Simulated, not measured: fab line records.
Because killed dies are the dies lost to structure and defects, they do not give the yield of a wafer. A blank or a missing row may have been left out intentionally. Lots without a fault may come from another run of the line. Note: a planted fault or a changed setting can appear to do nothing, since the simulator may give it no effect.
fab line records	flow n5_finfet
[record] lots = 24	wafers = 72	last_day = 17
route steps=1938 shown BEOL_M3@995 BEOL_M4@1034
lots untouched by any fault: they come from a run of this same line in which no faults occurred
start_h: hours from the record's first day to the start of the lot's first wafer shown	wait_h: hours from the lot's prior step to this one	" same as the row above	L1.1+2: a single row standing in for several wafers	- no value, or no start given	* or withheld: withheld	< > ~ a bound
route shown NAME@n: a module of which the file shows steps, and the number in the route of the first	usual: mean/standard deviation taken from wafers without a fault	same: alike in all rows	chamber/n: place in a boat	sites: readings site by site	_std_site: standard deviation across them	_edge_site: inner sites' mean taken away from outer sites' mean	radius_mm: how far each site lies from the wafer's centre	mask NAME#n: copy n	behind: the last tool/chamber to shape the wafer	hold: the reason the lot was held/the length of the hold in hours/how it ended	device: whichever transistor did not switch (one of n, p or np)	end of line: at the end of the route, the tests of the same wafers	where a step has no rows: the recipe by itself	killed: dies lost to structure and defects at the first sort, not the wafer's yield	map: dies across one wafer; x = killed, . = not, _ = none there
set.NAME: the setting the step ran with; set.NAME@STEP: the setting that earlier step ran with	model.NAME: the simulator's own value behind a step, which no gauge read
one table for each step of the route and one row for each wafer, over a sample of lots
services: the hour from which a tool's chamber was out of use, counted from the record's first day as start_h (under 0 if before that day), plus the number of hours and why
[[steps]]
[step N5_BEOL_M3_ANNEAL_49]
[recipe] temp_c = 400	time_s = 240	ambient = vacuum
[usual] heater_power_w = 867/55	susceptor_temp_C_max = 400.9/0.33
lot.wafer	tool	chamber	start_h	wait_h	heater_power_w	susceptor_temp_C_max
L074.1	pvd_sputter-02	-	143.97	0.0	859	400.5
L074.2	"	-	"	"	861	400.4
L074.4	"	-	"	"	945	400.6
L075.1	pvd_sputter-01	-	152.42	0.0	893	400.8
L075.3	"	-	"	"	808	401.4
L075.4	"	-	"	"	804	400.6
L076.2	pvd_sputter-02	-	165.55	0.0	880	400.9
L076.3	"	-	"	"	945	401.0
L076.5	"	-	"	"	864	400.8
L077.2	pvd_sputter-03	-	183.87	0.0	879	400.6
L077.5	"	-	"	"	996	400.4
L077.6	"	-	"	"	817	400.8
L081.1	pvd_sputter-03	-	188.34	0.0	839	400.7
L081.5	"	-	"	"	854	400.8
L081.6	"	-	"	"	827	400.9
L080.3	pvd_sputter-01	-	189.08	0.0	816	400.6
L080.4	"	-	"	"	865	400.9
L080.5	"	-	"	"	806	401.4
L078.1	pvd_sputter-03	-	190.22	0.0	984	400.6
L078.5	"	-	"	"	820	400.7
L078.6	"	-	"	"	857	400.5
L079.1	pvd_sputter-03	-	192.26	0.0	963	400.5
L079.3	"	-	"	"	804	400.8
L079.4	"	-	"	"	833	401.0
L082.3	pvd_sputter-02	-	192.64	0.0	883	401.4
L082.4	"	-	"	"	839	400.7
L082.6	"	-	"	"	960	400.5
L083.2	pvd_sputter-03	-	205.94	0.0	820	401.4
L083.4	"	-	"	"	990	400.0
L083.5	"	-	"	"	849	400.9
L084.2	pvd_sputter-01	-	207.70	0.0	798	401.3
L084.5	"	-	"	"	799	401.2
L084.6	"	-	"	"	913	400.9
L085.2	pvd_sputter-02	-	226.23	0.0	880	400.9
L085.3	"	-	"	"	870	400.8
L085.4	"	-	"	"	882	401.0
L087.4	pvd_sputter-01	-	231.90	0.0	806	401.3
L087.5	"	-	"	"	821	401.3
L087.6	"	-	"	"	849	400.5
L086.1	pvd_sputter-03	-	241.53	0.0	877	400.8
L086.3	"	-	"	"	835	400.7
L086.4	"	-	"	"	811	401.0
L088.3	pvd_sputter-03	-	245.07	0.0	812	401.2
L088.5	"	-	"	"	805	401.1
L088.6	"	-	"	"	981	400.6
L089.1	pvd_sputter-02	-	245.08	0.0	955	400.9
L089.3	"	-	"	"	869	400.7
L089.4	"	-	"	"	872	400.7
L090.1	pvd_sputter-03	-	248.44	0.0	858	401.0
L090.4	"	-	"	"	833	401.0
L090.6	"	-	"	"	837	400.9
L091.2	pvd_sputter-01	-	250.10	0.0	877	400.9
L091.3	"	-	"	"	806	400.3
L091.5	"	-	"	"	863	400.7
L093.3	pvd_sputter-03	-	259.74	0.0	832	401.1
L093.4	"	-	"	"	817	401.1
L093.5	"	-	"	"	849	400.5
L092.4	pvd_sputter-02	-	263.86	0.0	907	400.7
L092.5	"	-	"	"	872	401.0
L092.6	"	-	"	"	871	400.8
L094.1	pvd_sputter-01	-	278.23	0.0	811	401.3
L094.4	"	-	"	"	873	400.5
L094.6	"	-	"	"	907	401.0
L095.1	pvd_sputter-03	-	289.55	0.0	847	400.6
L095.3	"	-	"	"	853	400.9
L095.4	"	-	"	"	810	400.7
L096.1	pvd_sputter-01	-	293.50	0.0	882	401.0
L096.3	"	-	"	"	809	401.0
L096.5	"	-	"	"	816	401.4
L097.3	pvd_sputter-03	-	299.30	0.0	989	401.1
L097.4	"	-	"	"	803	400.7
L097.6	"	-	"	"	793	400.7
[step N5_BEOL_M3_SPUTTER_96]
[recipe] material = Cu	target_thk_a = 45	temp_c = -20	chamber_pressure_pa = 0.07	power_w = withheld	time_s = 8.29
[usual] substrate_temp_c = -19.98/0.11	throttle_valve_pct = 30.4/1.1
lot.wafer	tool	chamber	start_h	wait_h	substrate_temp_c	throttle_valve_pct
L074.1	pvd_sputter-02	-	145.65	0.1	-20.01	30.5
L074.2	"	-	"	"	-20.01	31.0
L074.4	"	-	"	"	-20.01	29.8
L075.1	pvd_sputter-01	-	154.10	0.1	-20.08	30.1
L075.3	"	-	"	"	-20.01	31.3
L075.4	"	-	"	"	-20.02	30.6
L076.2	pvd_sputter-02	-	167.23	0.1	-19.84	31.1
L076.3	"	-	"	"	-19.87	29.5
L076.5	"	-	"	"	-19.89	30.6
L077.2	pvd_sputter-03	-	185.55	0.1	-19.84	30.3
L077.5	"	-	"	"	-19.92	28.7
L077.6	"	-	"	"	-20.12	31.2
L081.1	pvd_sputter-03	-	190.02	0.1	-19.99	28.5
L081.5	"	-	"	"	-20.07	30.5
L081.6	"	-	"	"	-20.01	31.1
L080.3	pvd_sputter-01	-	190.76	0.1	-19.98	30.4
L080.4	"	-	"	"	-19.94	32.6
L080.5	"	-	"	"	-19.85	31.4
L078.1	pvd_sputter-03	-	191.90	0.1	-19.94	28.9
L078.5	"	-	"	"	-20.10	31.2
L078.6	"	-	"	"	-19.96	30.7
L079.1	pvd_sputter-03	-	193.94	0.1	-19.84	28.8
L079.3	"	-	"	"	-20.08	28.6
L079.4	"	-	"	"	-20.11	31.2
L082.3	pvd_sputter-02	-	194.32	0.1	-19.95	30.1
L082.4	"	-	"	"	-19.96	30.2
L082.6	"	-	"	"	-20.02	29.8
L083.2	pvd_sputter-03	-	207.62	0.1	-19.75	31.3
L083.4	"	-	"	"	-19.96	29.0
L083.5	"	-	"	"	-19.96	28.9
L084.2	pvd_sputter-01	-	209.38	0.1	-19.91	30.3
L084.5	"	-	"	"	-19.86	30.3
L084.6	"	-	"	"	-19.71	30.1
L085.2	pvd_sputter-02	-	227.91	0.1	-19.72	31.2
L085.3	"	-	"	"	-20.00	30.4
L085.4	"	-	"	"	-19.89	30.4
L087.4	pvd_sputter-01	-	233.58	0.1	-20.13	31.4
L087.5	"	-	"	"	-19.93	31.3
L087.6	"	-	"	"	-20.10	32.7
L086.1	pvd_sputter-03	-	243.21	0.1	-20.03	30.6
L086.3	"	-	"	"	-19.82	28.5
L086.4	"	-	"	"	-19.94	31.2
L088.3	pvd_sputter-03	-	246.75	0.1	-19.93	31.5
L088.5	"	-	"	"	-20.07	31.6
L088.6	"	-	"	"	-19.93	28.8
L089.1	pvd_sputter-02	-	246.76	0.1	-19.89	29.6
L089.3	"	-	"	"	-19.92	30.4
L089.4	"	-	"	"	-20.16	30.9
L090.1	pvd_sputter-03	-	250.12	0.1	-19.98	30.8
L090.4	"	-	"	"	-19.89	31.0
L090.6	"	-	"	"	-19.91	28.6
L091.2	pvd_sputter-01	-	251.78	0.1	-20.08	32.7
L091.3	"	-	"	"	-20.02	30.4
L091.5	"	-	"	"	-19.95	33.0
L093.3	pvd_sputter-03	-	261.42	0.1	-20.10	30.4
L093.4	"	-	"	"	-20.13	28.7
L093.5	"	-	"	"	-20.37	30.5
L092.4	pvd_sputter-02	-	265.54	0.1	-20.04	30.9
L092.5	"	-	"	"	-20.15	30.7
L092.6	"	-	"	"	-19.85	30.6
L094.1	pvd_sputter-01	-	279.91	0.1	-20.02	31.3
L094.4	"	-	"	"	-20.16	32.8
L094.6	"	-	"	"	-20.04	30.2
L095.1	pvd_sputter-03	-	291.23	0.1	-19.92	28.5
L095.3	"	-	"	"	-19.78	30.5
L095.4	"	-	"	"	-20.12	31.2
L096.1	pvd_sputter-01	-	295.18	0.1	-20.14	32.8
L096.3	"	-	"	"	-20.01	30.3
L096.5	"	-	"	"	-19.90	30.6
L097.3	pvd_sputter-03	-	300.98	0.1	-19.81	29.2
L097.4	"	-	"	"	-20.05	31.4
L097.6	"	-	"	"	-20.06	31.1
[step N5_BEOL_M3_DEP_57]
[recipe] material = SiCN	target_thk_a = 80	temp_c = withheld	precursor = 3MS/NH3	pressure_torr = 3	rf_w = 202	time_s = 14
[usual] showerhead_plenum_p_Torr = 3.671/0.012	throttle_valve_pct = 9.2/0.52
lot.wafer	tool	chamber	start_h	wait_h	showerhead_plenum_p_Torr	throttle_valve_pct
L074.1	pecvd-03	2	146.63	0.0	3.673	9.2
L074.2	"	1	"	"	3.694	8.6
L074.4	"	0	"	"	3.659	9.4
L075.1	pecvd-04	1	155.11	0.0	3.682	9.9
L075.3	"	2	"	"	3.672	9.2
L075.4	"	1	"	"	3.678	9.9
L076.2	pecvd-04	2	168.21	0.0	3.682	9.1
L076.3	"	0	"	"	3.671	9.5
L076.5	"	0	"	"	3.674	10.0
L077.2	pecvd-02	2	186.54	0.0	3.678	8.9
L077.5	"	2	"	"	3.679	8.7
L077.6	"	0	"	"	3.658	9.2
L081.1	pecvd-02	2	191.04	0.0	3.688	8.7
L081.5	"	0	"	"	3.657	8.9
L081.6	"	2	"	"	3.681	8.7
L080.3	pecvd-04	1	191.74	0.0	3.671	9.7
L080.4	"	0	"	"	3.678	9.8
L080.5	"	1	"	"	3.682	10.0
L078.1	pecvd-04	0	192.88	0.0	3.673	9.7
L078.5	"	2	"	"	3.676	9.5
L078.6	"	0	"	"	3.667	9.8
L079.1	pecvd-03	0	194.92	0.0	3.659	9.3
L079.3	"	2	"	"	3.674	9.0
L079.4	"	0	"	"	3.653	9.2
L082.3	pecvd-02	2	195.30	0.0	3.678	8.8
L082.4	"	1	"	"	3.654	8.8
L082.6	"	2	"	"	3.681	8.7
L083.2	pecvd-04	0	208.63	0.0	3.671	9.8
L083.4	"	0	"	"	3.666	9.9
L083.5	"	0	"	"	3.685	9.9
L084.2	pecvd-03	0	210.38	0.0	3.654	9.0
L084.5	"	2	"	"	3.667	9.2
L084.6	"	1	"	"	3.704	8.7
L085.2	pecvd-04	0	229.18	0.0	3.668	9.8
L085.3	"	1	"	"	3.684	9.9
L085.4	"	0	"	"	3.665	9.7
L087.4	pecvd-04	0	235.75	0.0	3.679	9.9
L087.5	"	2	"	"	3.661	8.4
L087.6	"	1	"	"	3.687	9.8
L086.1	pecvd-04	2	244.19	0.0	3.666	8.6
L086.3	"	0	"	"	3.665	10.0
L086.4	"	2	"	"	3.668	8.6
L089.1	pecvd-02	0	247.75	0.0	3.667	9.2
L089.3	"	1	"	"	3.659	8.9
L089.4	"	1	"	"	3.658	8.7
L088.3	pecvd-03	1	247.79	0.0	3.682	8.8
L088.5	"	0	"	"	3.641	9.4
L088.6	"	1	"	"	3.692	8.6
L090.1	pecvd-03	1	251.19	0.0	3.696	8.2
L090.4	"	2	"	"	3.666	9.2
L090.6	"	0	"	"	3.655	9.1
L091.2	pecvd-04	0	252.76	0.0	3.672	9.8
L091.3	"	1	"	"	3.679	9.5
L091.5	"	0	"	"	3.671	9.9
L093.3	pecvd-02	1	262.89	0.0	3.656	8.8
L093.4	"	0	"	"	3.663	9.3
L093.5	"	1	"	"	3.657	8.7
L092.4	pecvd-04	2	266.54	0.0	3.669	8.5
L092.5	"	0	"	"	3.678	9.9
L092.6	"	1	"	"	3.679	9.4
L094.1	pecvd-04	0	281.29	0.0	3.671	9.7
L094.4	"	0	"	"	3.664	10.0
L094.6	"	2	"	"	3.664	8.6
L095.1	pecvd-03	2	292.30	0.0	3.676	9.4
L095.3	"	1	"	"	3.688	8.5
L095.4	"	0	"	"	3.666	9.2
L096.1	pecvd-04	2	296.17	0.0	3.669	8.5
L096.3	"	0	"	"	3.663	9.8
L096.5	"	2	"	"	3.668	8.4
L097.3	pecvd-02	0	302.06	0.0	3.654	8.8
L097.4	"	2	"	"	3.683	9.1
L097.6	"	1	"	"	3.656	8.5
[step N5_BEOL_M4_CD_MEAS_11]
[recipe] target_cd_nm = 16.79	landing_energy_ev = 500	detector = se_inlens	polarity = opening
[usual] cd_nm = 16.81/0.22
lot.wafer	tool	chamber	start_h	wait_h	cd_nm
L074.1	cd_sem-03	0	147.68	-	16.87
L074.2	"	0	"	"	16.60
L074.4	"	0	"	"	16.86
L075.1	cd_sem-03	0	156.65	-	16.82
L075.3	"	0	"	"	16.59
L075.4	"	0	"	"	16.20
L076.2	cd_sem-01	0	173.08	-	16.72
L076.3	"	0	"	"	16.93
L076.5	"	0	"	"	17.08
L077.2	cd_sem-01	0	188.29	-	17.28
L077.5	"	0	"	"	17.01
L077.6	"	0	"	"	17.29
L081.1	cd_sem-02	0	192.49	-	17.06
L081.5	"	0	"	"	16.71
L081.6	"	0	"	"	16.98
L080.3	cd_sem-03	0	192.54	-	16.89
L080.4	"	0	"	"	16.51
L080.5	"	0	"	"	16.90
L078.1	cd_sem-01	0	195.21	-	16.32
L078.5	"	0	"	"	16.69
L078.6	"	0	"	"	16.77
L079.1	cd_sem-03	0	196.53	-	16.93
L079.3	"	0	"	"	16.99
L079.4	"	0	"	"	16.68
L082.3	cd_sem-03	0	196.88	-	16.80
L082.4	"	0	"	"	16.67
L082.6	"	0	"	"	16.34
L083.2	cd_sem-01	0	210.46	-	16.75
L083.4	"	0	"	"	16.70
L083.5	"	0	"	"	16.85
L084.2	cd_sem-01	0	211.67	-	17.01
L084.5	"	0	"	"	16.74
L084.6	"	0	"	"	16.71
L085.2	cd_sem-03	0	230.94	-	16.70
L085.3	"	0	"	"	16.78
L085.4	"	0	"	"	16.74
L087.4	cd_sem-02	0	237.98	-	16.62
L087.5	"	0	"	"	16.75
L087.6	"	0	"	"	16.96
L086.1	cd_sem-01	0	245.20	-	16.79
L086.3	"	0	"	"	16.94
L086.4	"	0	"	"	16.75
L089.1	cd_sem-02	0	248.45	-	16.66
L089.3	"	0	"	"	16.47
L089.4	"	0	"	"	16.45
L088.3	cd_sem-03	0	248.50	-	16.82
L088.5	"	0	"	"	16.88
L088.6	"	0	"	"	16.95
L090.1	cd_sem-03	0	252.47	-	16.59
L090.4	"	0	"	"	16.97
L090.6	"	0	"	"	17.28
L091.2	cd_sem-03	0	253.61	-	16.63
L091.3	"	0	"	"	16.76
L091.5	"	0	"	"	17.19
L093.3	cd_sem-01	0	264.73	-	16.85
L093.4	"	0	"	"	16.60
L093.5	"	0	"	"	16.53
L092.4	cd_sem-03	0	267.65	-	16.79
L092.5	"	0	"	"	16.63
L092.6	"	0	"	"	16.36
L094.1	cd_sem-03	0	282.89	-	16.88
L094.4	"	0	"	"	16.57
L094.6	"	0	"	"	16.75
L095.1	cd_sem-03	0	295.94	-	17.34
L095.3	"	0	"	"	16.79
L095.4	"	0	"	"	16.86
L096.1	cd_sem-03	0	297.47	-	17.08
L096.3	"	0	"	"	16.84
L096.5	"	0	"	"	16.57
L097.3	cd_sem-03	0	303.87	-	16.71
L097.4	"	0	"	"	16.53
L097.6	"	0	"	"	16.50
[step N5_BEOL_M4_STRIP_66]
[recipe] chemistry = CF4	resist = SiARC	power_w = 300	bias_power_w = 75	pressure_mtorr = 50	cf4_flow_sccm = 150	rf_frequency_hz = 6e+07
[usual] drypump_motor_current_A = 5.6/0.55	oes_product_au = 0.77/0.08	rf_vpp_V = 270.8/1.6	showerhead_plenum_p_Torr = 1.77/0.062	throttle_valve_pct = 13.65/0.24
lot.wafer	tool	chamber	start_h	wait_h	drypump_motor_current_A	oes_product_au	rf_hours_counter_h	rf_vpp_V	showerhead_plenum_p_Torr	throttle_valve_pct
L074.1	rie_diel-05	2	148.02	0.0	6.5	0.79	117	270.7	1.80	13.51
L074.2	"	0	"	"	5.7	0.74	170	271.5	1.78	13.84
L074.4	"	3	"	"	5.4	0.76	156	270.8	1.77	13.54
L075.1	rie_diel-05	0	156.98	0.0	5.7	0.74	174	272.3	1.78	13.85
L075.3	"	1	"	"	6.1	0.73	190	269.7	1.71	13.94
L075.4	"	3	"	"	5.4	0.75	160	271.1	1.77	13.52
L076.2	rie_diel-04	2	173.41	0.0	4.8	0.72	200	270.5	1.84	13.69
L076.3	"	3	"	"	4.9	0.71	158	269.8	1.72	13.77
L076.5	"	2	"	"	4.8	0.71	-	273.5	1.84	13.71
L077.2	rie_diel-04	1	188.63	0.0	5.8	0.86	47	271.7	1.82	13.68
L077.5	"	2	"	"	4.9	0.71	-	271.2	1.84	13.71
L077.6	"	3	"	"	4.8	0.71	-	267.8	1.72	13.78
L081.1	rie_diel-05	3	192.85	0.0	5.4	0.74	171	271.7	1.77	13.55
L081.5	"	1	"	"	6.1	0.71	-	269.1	1.71	13.99
L081.6	"	2	"	"	6.5	0.78	-	271.7	1.79	13.53
L080.3	rie_diel-06	1	193.04	0.0	5.6	0.72	188	267.6	1.65	13.83
L080.4	"	3	"	"	5.1	0.88	18	270.2	1.75	13.31
L080.5	"	3	"	"	5.1	0.90	-	269.6	1.75	13.29
L078.1	rie_diel-04	1	195.66	0.0	5.8	0.84	50	272.3	1.82	13.72
L078.5	"	2	"	"	4.9	0.71	-	271.1	1.84	13.73
L078.6	"	1	"	"	5.8	0.85	-	271.7	1.82	13.70
L079.1	rie_diel-05	3	197.05	0.0	5.4	0.74	172	272.5	1.77	13.57
L079.3	"	1	"	"	6.1	0.71	205	269.8	1.71	13.99
L079.4	"	0	"	"	5.7	0.73	189	269.2	1.77	13.91
L082.3	rie_diel-06	3	197.31	0.0	5.1	0.88	19	270.8	1.75	13.31
L082.4	"	2	"	"	5.6	0.88	29	273.3	1.84	13.35
L082.6	"	1	"	"	5.6	0.71	-	266.6	1.65	13.81
L083.2	rie_diel-05	0	210.79	0.0	5.7	0.73	193	271.6	1.77	13.92
L083.4	"	3	"	"	5.4	0.74	176	272.7	1.77	13.56
L083.5	"	3	"	"	5.4	0.73	-	272.1	1.77	13.55
L084.2	rie_diel-06	2	212.01	0.0	5.6	0.87	34	272.6	1.83	13.37
L084.5	"	1	"	"	5.6	0.72	-	268.6	1.65	13.83
L084.6	"	2	"	"	5.6	0.87	-	273.4	1.83	13.37
L085.2	rie_diel-06	3	231.27	0.0	5.1	0.87	29	269.5	1.75	13.31
L085.3	"	2	"	"	5.6	0.86	40	271.7	1.83	13.37
L085.4	"	1	"	"	5.6	0.71	200	268.7	1.65	13.83
L087.4	rie_diel-06	2	238.31	0.0	5.6	0.86	42	270.8	1.83	13.38
L087.5	"	3	"	"	5.1	0.86	-	271.0	1.75	13.33
L087.6	"	2	"	"	5.6	0.86	-	271.6	1.83	13.37
L086.1	rie_diel-04	3	245.53	0.0	4.9	0.69	183	270.6	1.71	13.83
L086.3	"	2	"	"	4.8	0.69	228	271.8	1.84	13.75
L086.4	"	0	"	"	6.0	0.73	157	273.8	1.87	13.76
L089.1	rie_diel-06	0	248.79	0.0	6.4	0.96	10	270.7	1.75	13.17
L089.3	"	3	"	"	5.1	0.85	35	271.1	1.75	13.34
L089.4	"	0	"	"	6.4	0.94	-	271.0	1.75	13.17
L088.3	rie_diel-05	3	248.84	0.0	5.4	0.73	192	270.8	1.76	13.61
L088.5	"	2	"	"	6.5	0.76	-	270.7	1.79	13.59
L088.6	"	3	"	"	5.4	0.72	-	271.2	1.76	13.60
L090.1	rie_diel-06	0	252.82	0.0	6.5	0.94	12	268.5	1.75	13.16
L090.4	"	1	"	"	5.6	0.71	-	267.8	1.64	13.87
L090.6	"	0	"	"	6.5	0.94	-	270.7	1.75	13.19
L091.2	rie_diel-04	2	254.00	0.0	4.9	0.69	232	272.8	1.83	13.76
L091.3	"	1	"	"	5.8	0.81	74	271.2	1.82	13.76
L091.5	"	3	"	"	4.9	0.70	-	269.7	1.71	13.84
L093.3	rie_diel-04	3	265.06	0.0	4.9	0.70	190	269.1	1.71	13.83
L093.4	"	0	"	"	6.0	0.72	165	272.5	1.86	13.79
L093.5	"	0	"	"	6.0	0.72	-	273.6	1.86	13.78
L092.4	rie_diel-06	2	267.98	0.0	5.6	0.85	50	271.0	1.83	13.40
L092.5	"	0	"	"	6.5	0.93	-	269.5	1.75	13.20
L092.6	"	3	"	"	5.1	0.84	-	271.5	1.75	13.36
L094.1	rie_diel-04	2	283.26	0.0	4.8	0.68	243	273.5	1.83	13.78
L094.4	"	1	"	"	5.8	0.80	85	273.4	1.81	13.78
L094.6	"	3	"	"	4.9	0.69	-	271.3	1.71	13.86
L095.1	rie_diel-06	2	296.27	0.0	5.6	0.83	60	270.8	1.83	13.41
L095.3	"	0	"	"	6.4	0.91	26	269.2	1.75	13.23
L095.4	"	3	"	"	5.1	0.82	53	269.8	1.74	13.37
L096.1	rie_diel-04	0	297.81	0.0	6.0	0.71	175	272.6	1.86	13.79
L096.3	"	3	"	"	4.9	0.69	199	269.4	1.71	13.86
L096.5	"	0	"	"	6.0	0.71	-	272.8	1.86	13.81
L097.3	rie_diel-04	2	304.34	0.0	4.8	0.68	248	273.2	1.83	13.80
L097.4	"	0	"	"	6.0	0.72	177	272.0	1.86	13.83
L097.6	"	1	"	"	5.8	0.80	-	273.3	1.81	13.79
[step N5_BEOL_M4_ETCH_69]
[recipe] chemistry = CF4	target = SiARC	target_depth_a = 156	mask_material = CAR-EUV	time_s = 26	ion_energy_ev = 80	pressure_mtorr = 40	source_w = 545	bias_w = 36	Ar_flow_sccm = 100	cf4_flow_sccm = 100	ends = cleared
[usual] drypump_motor_current_A = 5.7/0.52	etch_rf_on_time_s = 25.7/0.72	oes_product_au = 0.67/0.073	rf_vpp_V = 183.8/1.2	showerhead_plenum_p_Torr = 2.11/0.074	throttle_valve_pct = 15.69/0.22
lot.wafer	tool	chamber	start_h	wait_h	drypump_motor_current_A	etch_rf_on_time_s	oes_product_au	rf_hours_counter_h	rf_vpp_V	showerhead_plenum_p_Torr	throttle_valve_pct
L074.1	rie_diel-04	0	148.75	0.0	6.0	25.8	0.64	133	185.4	2.24	15.73
L074.2	"	3	"	"	4.9	25.3	0.63	148	182.2	2.06	15.81
L074.4	"	1	"	"	5.8	25.6	0.76	31	185.4	2.19	15.75
L075.1	rie_diel-04	3	157.71	0.0	4.9	25.3	0.64	151	183.2	2.06	15.81
L075.3	"	0	"	"	6.0	25.7	0.64	137	183.1	2.23	15.75
L075.4	"	2	"	"	4.8	27.1	0.60	195	183.5	2.21	15.70
L076.2	rie_diel-06	2	174.25	0.0	5.6	25.2	0.79	22	184.3	2.18	15.35
L076.3	"	3	"	"	5.1	25.5	0.79	12	184.0	2.10	15.33
L076.5	"	2	"	"	5.6	25.3	0.78	-	184.5	2.18	15.32
L077.2	rie_diel-06	3	189.35	0.0	5.1	25.6	0.78	17	182.3	2.10	15.35
L077.5	"	2	"	"	5.6	25.2	0.78	-	183.6	2.18	15.34
L077.6	"	1	"	"	5.6	25.9	0.62	-	182.5	1.97	15.82
L081.1	rie_diel-04	2	193.77	0.0	4.9	27.4	0.59	208	185.8	2.21	15.74
L081.5	"	2	"	"	4.9	27.4	0.59	-	184.8	2.21	15.73
L081.6	"	1	"	"	5.8	25.8	0.73	-	185.1	2.18	15.79
L080.3	rie_diel-06	3	193.81	0.0	5.1	25.4	0.77	18	183.8	2.10	15.37
L080.4	"	0	"	"	6.4	26.8	0.56	246	185.9	2.11	15.73
L080.5	"	0	"	"	6.4	26.7	0.57	-	182.6	2.11	15.74
L078.1	rie_diel-05	2	196.55	0.0	6.5	25.8	0.67	133	184.3	2.13	15.53
L078.5	"	0	"	"	5.8	26.7	0.61	-	182.6	2.11	15.92
L078.6	"	1	"	"	6.1	25.0	0.62	-	183.1	2.03	15.96
L079.1	rie_diel-06	0	198.03	0.0	6.5	26.9	0.57	248	185.0	2.11	15.73
L079.3	"	1	"	"	5.6	26.0	0.62	189	182.3	1.97	15.82
L079.4	"	2	"	"	5.6	25.4	0.77	29	184.8	2.18	15.34
L082.3	rie_diel-05	0	198.17	0.0	5.8	26.3	0.62	189	184.3	2.11	15.90
L082.4	"	1	"	"	6.2	24.8	0.63	206	181.5	2.03	15.93
L082.6	"	0	"	"	5.7	26.3	0.62	-	184.4	2.11	15.88
L083.2	rie_diel-04	3	211.54	0.0	4.9	25.3	0.61	169	181.8	2.05	15.86
L083.4	"	2	"	"	4.9	27.3	0.59	215	184.8	2.20	15.74
L083.5	"	3	"	"	4.9	25.4	0.62	-	182.6	2.05	15.86
L084.2	rie_diel-05	1	212.85	0.0	6.1	25.0	0.63	211	183.1	2.02	15.96
L084.5	"	0	"	"	5.7	26.7	0.62	-	184.1	2.11	15.92
L084.6	"	1	"	"	6.1	24.8	0.63	-	183.4	2.02	15.96
L085.2	rie_diel-06	0	232.00	0.0	6.4	26.7	0.83	3	184.8	2.10	15.25
L085.3	"	2	"	"	5.6	25.2	0.76	40	185.4	2.17	15.36
L085.4	"	3	"	"	5.1	25.5	0.75	29	182.3	2.09	15.37
L087.4	rie_diel-05	3	239.13	0.0	5.4	25.1	0.64	188	183.9	2.12	15.63
L087.5	"	1	"	"	6.1	25.1	0.62	-	181.9	2.02	16.00
L087.6	"	2	"	"	6.5	26.0	0.66	-	183.7	2.13	15.56
L086.1	rie_diel-04	1	246.25	0.0	5.8	25.7	0.72	71	183.8	2.17	15.84
L086.3	"	3	"	"	4.9	25.8	0.61	183	183.8	2.05	15.87
L086.4	"	2	"	"	4.9	27.5	0.57	229	185.3	2.20	15.77
L089.1	rie_diel-06	0	249.67	0.0	6.4	26.4	0.81	10	183.1	2.10	15.30
L089.3	"	3	"	"	5.1	25.4	0.75	35	183.7	2.09	15.39
L089.4	"	0	"	"	6.4	26.1	0.81	-	182.9	2.10	15.27
L088.3	rie_diel-06	0	249.82	0.0	6.5	25.7	0.82	10	184.5	2.10	15.28
L088.5	"	1	"	"	5.6	25.3	0.62	-	182.3	1.96	15.87
L088.6	"	0	"	"	6.5	25.9	0.82	-	183.9	2.10	15.27
L090.1	rie_diel-05	0	253.70	0.0	5.8	26.7	0.61	210	184.6	2.11	15.95
L090.4	"	0	"	"	5.8	26.9	0.60	-	183.5	2.11	15.95
L090.6	"	3	"	"	5.4	24.7	0.64	-	184.3	2.12	15.64
L091.2	rie_diel-06	2	254.73	0.0	5.6	24.8	0.75	45	182.9	2.17	15.34
L091.3	"	1	"	"	5.6	25.5	0.61	210	182.4	1.96	15.89
L091.5	"	0	"	"	6.5	26.0	0.80	-	183.1	2.10	15.28
L093.3	rie_diel-06	2	265.77	0.0	5.6	24.8	0.75	49	185.7	2.17	15.38
L093.4	"	3	"	"	5.1	25.5	0.74	42	180.9	2.09	15.41
L093.5	"	1	"	"	5.6	25.7	0.61	-	181.9	1.96	15.91
L092.4	rie_diel-05	1	268.70	0.0	6.1	25.0	0.61	226	182.3	2.02	15.99
L092.5	"	1	"	"	6.1	25.0	0.61	-	182.6	2.02	15.99
L092.6	"	2	"	"	6.5	25.6	0.65	-	184.8	2.12	15.58
L094.1	rie_diel-04	1	284.10	0.0	5.8	25.5	0.71	86	184.2	2.17	15.87
L094.4	"	3	"	"	4.9	25.5	0.61	195	181.3	2.04	15.90
L094.6	"	1	"	"	5.8	25.4	0.70	-	183.2	2.17	15.86
L095.1	rie_diel-04	0	297.11	0.0	6.0	25.7	0.62	175	185.5	2.22	15.82
L095.3	"	2	"	"	4.9	27.6	0.57	247	184.0	2.19	15.80
L095.4	"	3	"	"	4.9	25.6	0.60	199	183.0	2.04	15.90
L096.1	rie_diel-05	2	298.65	0.0	6.5	25.5	0.65	175	184.1	2.12	15.60
L096.3	"	3	"	"	5.4	24.4	0.64	211	184.3	2.11	15.67
L096.5	"	3	"	"	5.4	24.4	0.63	-	183.7	2.11	15.68
L097.3	rie_diel-05	2	305.18	0.0	6.5	25.6	0.65	176	183.4	2.12	15.60
L097.4	"	0	"	"	5.7	26.4	0.60	228	183.3	2.10	15.98
L097.6	"	2	"	"	6.5	25.8	0.65	-	184.9	2.12	15.60
[[services]]
tool	chamber	start_h	hours	kind
pvd_sputter-01	-	129.15	1.9	repair
rie_diel-05	-	130.49	0.3	repair
pecvd-04	0	154.02	4.6	repair
rie_diel-04	0	167.03	32.6	repair
rie_diel-04	3	191.39	5.6	repair
pecvd-04	0	192.99	2.1	scheduled_down
pecvd-04	2	202.38	-	clean
pecvd-04	2	202.38	-	consumable_replace:showerhead
pecvd-04	2	202.38	29.0	scheduled_down
rie_diel-06	0	204.57	-	clean
rie_diel-06	0	204.57	-	consumable_replace:focus_ring
rie_diel-06	0	204.57	14.5	scheduled_down
rie_diel-06	0	204.57	14.5	vent_cycle
rie_diel-05	-	219.24	0.6	repair
rie_diel-06	-	226.50	4.3	pm
pecvd-02	-	228.51	0.7	repair
pvd_sputter-02	-	238.19	1.5	repair
rie_diel-06	2	244.62	10.0	repair
rie_diel-05	1	249.20	16.5	repair
pecvd-04	-	275.15	6.0	pm
pecvd-02	2	276.66	6.6	repair
rie_diel-04	3	277.18	5.2	repair
pvd_sputter-02	-	285.64	5.0	repair
pecvd-02	-	286.30	0.9	repair
[[key]]
fault none
